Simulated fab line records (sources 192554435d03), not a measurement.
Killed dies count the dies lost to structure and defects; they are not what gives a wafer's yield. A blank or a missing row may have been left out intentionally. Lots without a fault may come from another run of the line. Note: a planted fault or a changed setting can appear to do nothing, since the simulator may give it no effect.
What tool caused it? + flow n5-finfet + 66 wafers from 22 lots sampled at 5 of the route's 1938 steps

## WHAT THE GAUGES READ, wafer by wafer
N5_BEOL_M8_RS_MEAS_57: the measuring method here is four-point-probe.
| lot  | measured     | on            | M8_RS (ohm/sq)    |
|------|--------------|---------------|-------------------|
| L074 | day 11 01:32 | film-metro-02 | 0.296 0.291 0.293 |
| L075 | day 11 04:55 | film-metro-02 | 0.278 0.299 0.311 |
| L076 | day 11 05:53 | film-metro-02 | 0.291 0.285 0.291 |
| L077 | day 11 14:43 | film-metro-01 | 0.288 0.293 0.281 |
| L078 | day 11 21:32 | film-metro-01 | 0.286 0.287 0.304 |
| L079 | day 12 14:42 | film-metro-02 | 0.288 0.293 0.291 |
| L081 | day 12 16:31 | film-metro-01 | 0.296 0.283 0.302 |
| L082 | day 12 21:59 | film-metro-01 | 0.288 0.281 0.286 |
| L083 | day 13 01:29 | film-metro-01 | 0.296 0.287 0.285 |
| L084 | day 13 06:52 | film-metro-01 | 0.292 0.293 0.291 |
| L087 | day 13 19:05 | film-metro-01 | 0.287 0.283 0.300 |
| L085 | day 14 01:48 | film-metro-02 | 0.292 0.291 0.280 |
| L086 | day 14 06:14 | film-metro-02 | 0.291 0.276 0.295 |
| L089 | day 14 09:38 | film-metro-02 | 0.294 0.282 0.296 |
| L091 | day 14 16:53 | film-metro-02 | 0.280 0.289 0.294 |
| L092 | day 14 19:45 | film-metro-02 | 0.276 0.278 0.283 |
| L090 | day 15 08:19 | film-metro-01 | 0.293 0.279 0.283 |
| L095 | day 15 19:48 | film-metro-02 | 0.280 0.280 0.283 |
| L093 | day 15 21:34 | film-metro-01 | 0.299 0.289 0.297 |
| L094 | day 16 08:56 | film-metro-02 | 0.288 0.288 0.284 |
| L097 | day 17 05:56 | film-metro-02 | 0.299 0.294 0.294 |
| L096 | day 17 09:22 | film-metro-01 | 0.291 0.276 0.290 |

## WHICH TOOL RAN EACH LOT (tool, then ch and the chambers of the sampled wafers, then the start)
| lot  | N5_BEOL_M8_HM_DEP_02         | N5_BEOL_M8_ETCH_65                 | N5_BEOL_M8_VIA_ETCH_34             | N5_BEOL_M8_CMP_52             |
|------|------------------------------|------------------------------------|------------------------------------|-------------------------------|
| L074 | pvd-sputter-02, day 10 18:43 | rie-diel-05 ch 0,1, day 10 21:26   | rie-diel-05 ch 0,1, day 10 21:34   | cmp-01 ch 1,2, day 11 01:05   |
| L075 | pvd-sputter-01, day 10 21:56 | rie-diel-05 ch 2,3, day 11 00:26   | rie-diel-05 ch 2,3, day 11 00:34   | cmp-04 ch 0,1,3, day 11 04:29 |
| L076 | pvd-sputter-02, day 10 22:28 | rie-diel-02 ch 0,2, day 11 00:45   | rie-diel-02 ch 0,2, day 11 00:53   | cmp-03 ch 0,1, day 11 05:13   |
| L077 | pvd-sputter-02, day 11 07:34 | rie-diel-02 ch 1,2,3, day 11 11:26 | rie-diel-02 ch 1,2,3, day 11 11:34 | cmp-04 ch 0,2, day 11 14:19   |
| L078 | pvd-sputter-03, day 11 15:12 | rie-diel-02 ch 1,2,3, day 11 17:30 | rie-diel-02 ch 1,2,3, day 11 17:38 | cmp-04 ch 0,2,3, day 11 21:09 |
| L079 | pvd-sputter-01, day 12 07:19 | rie-diel-06 ch 0,1,2, day 12 12:03 | rie-diel-06 ch 0,1,2, day 12 12:11 | cmp-01 ch 1,2, day 12 14:16   |
| L081 | pvd-sputter-02, day 12 07:25 | rie-diel-05 ch 0,1,3, day 12 12:11 | rie-diel-05 ch 0,1,3, day 12 12:19 | cmp-03 ch 0,2, day 12 16:05   |
| L082 | pvd-sputter-03, day 12 16:29 | rie-diel-06 ch 0,1,3, day 12 19:01 | rie-diel-06 ch 0,1,3, day 12 19:08 | cmp-03 ch 2,3, day 12 21:33   |
| L083 | pvd-sputter-03, day 12 19:43 | rie-diel-02 ch 0,2,3, day 12 22:23 | rie-diel-02 ch 0,2,3, day 12 22:31 | cmp-04 ch 0,1,3, day 13 01:07 |
| L084 | pvd-sputter-01, day 12 22:55 | rie-diel-06 ch 0,1, day 13 03:13   | rie-diel-06 ch 0,1, day 13 03:21   | cmp-04 ch 1,2, day 13 06:26   |
| L087 | pvd-sputter-03, day 13 11:59 | rie-diel-05 ch 0,1, day 13 15:50   | rie-diel-05 ch 0,1, day 13 15:58   | cmp-01 ch 0,1,3, day 13 18:46 |
| L085 | pvd-sputter-01, day 13 20:29 | rie-diel-05 ch 0,2,3, day 13 22:59 | rie-diel-05 ch 0,2,3, day 13 23:07 | cmp-01 ch 0,2,3, day 14 01:27 |
| L086 | pvd-sputter-03, day 14 01:02 | rie-diel-05 ch 0,1,3, day 14 02:40 | rie-diel-05 ch 0,1,3, day 14 02:47 | cmp-04 ch 0,1,2, day 14 05:53 |
| L089 | pvd-sputter-01, day 14 03:23 | rie-diel-06 ch 0,3, day 14 06:37   | rie-diel-06 ch 0,3, day 14 06:45   | cmp-03 ch 1,2, day 14 09:13   |
| L091 | pvd-sputter-01, day 14 10:58 | rie-diel-05 ch 0,1,3, day 14 12:22 | rie-diel-05 ch 0,1,3, day 14 12:29 | cmp-04 ch 0,1, day 14 16:26   |
| L092 | pvd-sputter-01, day 14 12:34 | rie-diel-02 ch 2,3, day 14 16:35   | rie-diel-02 ch 2,3, day 14 16:43   | cmp-01 ch 0,3, day 14 19:20   |
| L090 | pvd-sputter-03, day 15 02:29 | rie-diel-02 ch 0,2,3, day 15 05:32 | rie-diel-02 ch 0,2,3, day 15 05:40 | cmp-01 ch 0,1,3, day 15 07:58 |
| L095 | pvd-sputter-03, day 15 13:07 | rie-diel-06 ch 0,1, day 15 15:58   | rie-diel-06 ch 0,1, day 15 16:06   | cmp-01 ch 1,2,3, day 15 19:27 |
| L093 | pvd-sputter-01, day 15 16:46 | rie-diel-06 ch 0,3, day 15 18:34   | rie-diel-06 ch 0,3, day 15 18:42   | cmp-04 ch 1,2, day 15 21:10   |
| L094 | pvd-sputter-01, day 15 23:31 | rie-diel-05 ch 0,2, day 16 04:50   | rie-diel-05 ch 0,2, day 16 04:58   | cmp-03 ch 0,2,3, day 16 08:31 |
| L097 | pvd-sputter-01, day 17 00:49 | rie-diel-06 ch 0,3, day 17 03:04   | rie-diel-06 ch 0,3, day 17 03:12   | cmp-01 ch 1,2,3, day 17 05:33 |
| L096 | pvd-sputter-01, day 17 01:02 | rie-diel-02 ch 0,1,2, day 17 06:27 | rie-diel-02 ch 0,1,2, day 17 06:35 | cmp-03 ch 0,2,3, day 17 08:59 |
- N5_BEOL_M8_HM_DEP_02: deposits TiN, target thk 20 nm.
- N5_BEOL_M8_ETCH_65: etches SiARC in CF4, target depth 15.6 nm, time 26 s.
- N5_BEOL_M8_VIA_ETCH_34: etches SiCOH lowk in C4F6/O2, target depth 125.5 nm, time 50.5 s.
- N5_BEOL_M8_CMP_52: polishes, stops on SiCOH lowk, t overpolish 6.9 s, target thk 80 nm.

## WHAT THE TOOLS THEMSELVES READ (means of the sampled wafers that have a number; where no wafer has one, the mark that the record gives instead)
N5_BEOL_M8_HM_DEP_02.
| lot  | tool           | throttle-valve-pct (%) |
|------|----------------|------------------------|
| L074 | pvd-sputter-02 | 29.7                   |
| L075 | pvd-sputter-01 | 30.0                   |
| L076 | pvd-sputter-02 | 30.1                   |
| L077 | pvd-sputter-02 | 30.5                   |
| L078 | pvd-sputter-03 | 30.3                   |
| L079 | pvd-sputter-01 | 30.4                   |
| L081 | pvd-sputter-02 | 31.0                   |
| L082 | pvd-sputter-03 | 29.9                   |
| L083 | pvd-sputter-03 | 29.7                   |
| L084 | pvd-sputter-01 | 30.2                   |
| L087 | pvd-sputter-03 | 29.1                   |
| L085 | pvd-sputter-01 | 31.4                   |
| L086 | pvd-sputter-03 | 29.5                   |
| L089 | pvd-sputter-01 | 30.2                   |
| L091 | pvd-sputter-01 | 30.4                   |
| L092 | pvd-sputter-01 | 30.5                   |
| L090 | pvd-sputter-03 | 29.5                   |
| L095 | pvd-sputter-03 | 29.6                   |
| L093 | pvd-sputter-01 | 30.6                   |
| L094 | pvd-sputter-01 | 29.9                   |
| L097 | pvd-sputter-01 | 29.2                   |
| L096 | pvd-sputter-01 | 30.1                   |

N5_BEOL_M8_ETCH_65.
| lot  | tool        | drypump-motor-current-A (A) | etch-rf-on-time-s (s) | oes-product-au (a.u.) | rf-vpp-V (V) | showerhead-plenum-p-Torr (Torr) | throttle-valve-pct (%) |
|------|-------------|-----------------------------|-----------------------|-----------------------|--------------|---------------------------------|------------------------|
| L074 | rie-diel-05 | 6.0                         | 26.2                  | 0.60                  | 183.6        | 2.12                            | 15.83                  |
| L075 | rie-diel-05 | 5.4                         | 26.6                  | 0.62                  | 183.6        | 2.13                            | 15.61                  |
| L076 | rie-diel-02 | 5.4                         | 25.7                  | 0.63                  | 185.1        | 2.18                            | 15.86                  |
| L077 | rie-diel-02 | 5.7                         | 26.4                  | 0.68                  | 185.1        | 2.18                            | 15.59                  |
| L078 | rie-diel-02 | 5.7                         | 26.3                  | 0.67                  | 184.9        | 2.18                            | 15.61                  |
| L079 | rie-diel-06 | 5.9                         | 26.3                  | 0.67                  | 183.8        | 2.16                            | 15.61                  |
| L081 | rie-diel-05 | 5.6                         | 25.8                  | 0.64                  | 183.9        | 2.13                            | 15.72                  |
| L082 | rie-diel-06 | 5.8                         | 26.1                  | 0.67                  | 184.7        | 2.15                            | 15.59                  |
| L083 | rie-diel-02 | 5.8                         | 25.4                  | 0.74                  | 185.4        | 2.20                            | 15.55                  |
| L084 | rie-diel-06 | 5.8                         | 25.9                  | 0.71                  | 184.7        | 2.17                            | 15.52                  |
| L087 | rie-diel-05 | 6.0                         | 26.3                  | 0.59                  | 184.2        | 2.11                            | 15.87                  |
| L085 | rie-diel-05 | 5.7                         | 26.1                  | 0.70                  | 184.2        | 2.12                            | 15.52                  |
| L086 | rie-diel-05 | 5.6                         | 25.7                  | 0.63                  | 183.4        | 2.12                            | 15.74                  |
| L089 | rie-diel-06 | 5.8                         | 26.2                  | 0.63                  | 183.1        | 2.12                            | 15.70                  |
| L091 | rie-diel-05 | 5.6                         | 25.8                  | 0.63                  | 184.0        | 2.12                            | 15.75                  |
| L092 | rie-diel-02 | 6.0                         | 25.9                  | 0.68                  | 184.9        | 2.19                            | 15.60                  |
| L090 | rie-diel-02 | 5.8                         | 25.8                  | 0.71                  | 184.9        | 2.19                            | 15.59                  |
| L095 | rie-diel-06 | 5.8                         | 26.1                  | 0.68                  | 183.9        | 2.16                            | 15.59                  |
| L093 | rie-diel-06 | 5.8                         | 25.8                  | 0.63                  | 184.1        | 2.12                            | 15.73                  |
| L094 | rie-diel-05 | 5.7                         | 26.4                  | 0.69                  | 184.1        | 2.11                            | 15.51                  |
| L097 | rie-diel-06 | 5.8                         | 26.1                  | 0.62                  | 183.1        | 2.12                            | 15.75                  |
| L096 | rie-diel-02 | 5.3                         | 26.1                  | 0.71                  | 184.2        | 2.14                            | 15.53                  |

N5_BEOL_M8_VIA_ETCH_34.
| lot  | tool        | drypump-motor-current-A (A) | oes_f_703_au (a.u.) | oes-product-au (a.u.) | rf-vpp-V (V) | showerhead-plenum-p-Torr (Torr) | throttle-valve-pct (%) |
|------|-------------|-----------------------------|---------------------|-----------------------|--------------|---------------------------------|------------------------|
| L074 | rie-diel-05 | 5.9                         | 0.71                | 0.71                  | 665          | 2.81                            | 21.09                  |
| L075 | rie-diel-05 | 5.4                         | 0.73                | 0.74                  | 663          | 2.84                            | 20.87                  |
| L076 | rie-diel-02 | 5.4                         | 0.75                | 0.73                  | 651          | 2.89                            | 21.07                  |
| L077 | rie-diel-02 | 5.7                         | 0.79                | 0.78                  | 658          | 2.89                            | 20.84                  |
| L078 | rie-diel-02 | 5.7                         | 0.78                | 0.79                  | 658          | 2.89                            | 20.85                  |
| L079 | rie-diel-06 | 5.9                         | 0.77                | 0.78                  | 674          | 2.85                            | 20.84                  |
| L081 | rie-diel-05 | 5.6                         | 0.75                | 0.74                  | 658          | 2.83                            | 20.95                  |
| L082 | rie-diel-06 | 5.8                         | 0.79                | 0.79                  | 660          | 2.85                            | 20.83                  |
| L083 | rie-diel-02 | 5.8                         | 0.86                | 0.86                  | 656          | 2.91                            | 20.78                  |
| L084 | rie-diel-06 | 5.8                         | 0.82                | 0.82                  | 669          | 2.87                            | 20.78                  |
| L087 | rie-diel-05 | 6.0                         | 0.69                | 0.68                  | 664          | 2.80                            | 21.12                  |
| L085 | rie-diel-05 | 5.7                         | 0.81                | 0.81                  | 663          | 2.83                            | 20.83                  |
| L086 | rie-diel-05 | 5.6                         | 0.74                | 0.73                  | 659          | 2.82                            | 20.98                  |
| L089 | rie-diel-06 | 5.8                         | 0.75                | 0.74                  | 656          | 2.82                            | 20.94                  |
| L091 | rie-diel-05 | 5.7                         | 0.73                | 0.73                  | 658          | 2.82                            | 21.00                  |
| L092 | rie-diel-02 | 6.0                         | 0.80                | 0.80                  | 654          | 2.89                            | 20.81                  |
| L090 | rie-diel-02 | 5.8                         | 0.83                | 0.82                  | 656          | 2.90                            | 20.80                  |
| L095 | rie-diel-06 | 5.8                         | 0.79                | 0.80                  | 668          | 2.86                            | 20.83                  |
| L093 | rie-diel-06 | 5.8                         | 0.74                | 0.73                  | 656          | 2.82                            | 20.97                  |
| L094 | rie-diel-05 | 5.7                         | 0.80                | 0.82                  | 667          | 2.80                            | 20.82                  |
| L097 | rie-diel-06 | 5.8                         | 0.73                | 0.72                  | 656          | 2.81                            | 20.98                  |
| L096 | rie-diel-02 | 5.3                         | 0.83                | 0.83                  | 653          | 2.84                            | 20.82                  |

N5_BEOL_M8_CMP_52.
| lot  | tool   | barrier-field-endpoint-s (s) | motor-current-A (A) | overpolish-run-s (s) | time-to-endpoint-s (s) |
|------|--------|------------------------------|---------------------|----------------------|------------------------|
| L074 | cmp-01 | 29.1                         | 6.1                 | 6.895                | 60.2                   |
| L075 | cmp-04 | 29.3                         | 6.3                 | 6.907                | 65.7                   |
| L076 | cmp-03 | 28.7                         | 5.8                 | 6.903                | 60.9                   |
| L077 | cmp-04 | 29.1                         | 6.1                 | 6.901                | 61.8                   |
| L078 | cmp-04 | 28.4                         | 6.2                 | 6.898                | 62.2                   |
| L079 | cmp-01 | 28.5                         | 5.8                 | 6.906                | 61.5                   |
| L081 | cmp-03 | 28.7                         | 6.7                 | 6.902                | 63.1                   |
| L082 | cmp-03 | 28.3                         | 6.0                 | 6.896                | 60.0                   |
| L083 | cmp-04 | 29.5                         | 6.1                 | 6.900                | 64.7                   |
| L084 | cmp-04 | 28.6                         | 5.9                 | 6.895                | 61.4                   |
| L087 | cmp-01 | 29.2                         | 6.3                 | 6.899                | 62.3                   |
| L085 | cmp-01 | 28.8                         | 6.0                 | 6.902                | 62.7                   |
| L086 | cmp-04 | 28.8                         | 6.2                 | 6.906                | 62.1                   |
| L089 | cmp-03 | 28.7                         | 5.6                 | 6.912                | 64.1                   |
| L091 | cmp-04 | 28.3                         | 6.1                 | 6.900                | 61.3                   |
| L092 | cmp-01 | 28.4                         | 6.7                 | 6.903                | 61.8                   |
| L090 | cmp-01 | 29.1                         | 6.4                 | 6.901                | 63.2                   |
| L095 | cmp-01 | 29.5                         | 5.6                 | 6.892                | 64.4                   |
| L093 | cmp-04 | 28.8                         | 5.9                 | 6.899                | 60.4                   |
| L094 | cmp-03 | 29.0                         | 6.6                 | 6.902                | 61.7                   |
| L097 | cmp-01 | 28.3                         | 5.7                 | 6.903                | 63.1                   |
| L096 | cmp-03 | 28.2                         | 6.6                 | 6.904                | 64.2                   |

## THE ANSWER, worked out from the rows above alone
Rule: the usual values come from the lots themselves. Put in order of their means at a reading, lots are off if they are a third of the lots or fewer, leave a main group of 4 or more, and stand apart from it by a gap of 3 or more times the standard deviation of the main group's means; of several such gaps the widest counts. The tables above print the reading to a certain number of digits; a main group whose means all agree to those digits is not used. Also off: a lot with no number at a reading for which 4 or more lots have one. All remaining lots with rows at the step are treated as sound. After the gauges, taken in route order, come the tools' own readings; for these a lot's mean is taken, as printed above. The first step at which some lot is off is used, and at that step the reading that is off furthest; a lot without a number counts as furthest.
No lot is off on any of the readings shown, so nothing can be concluded from this.

## WHAT THE SIMULATOR PUT IN
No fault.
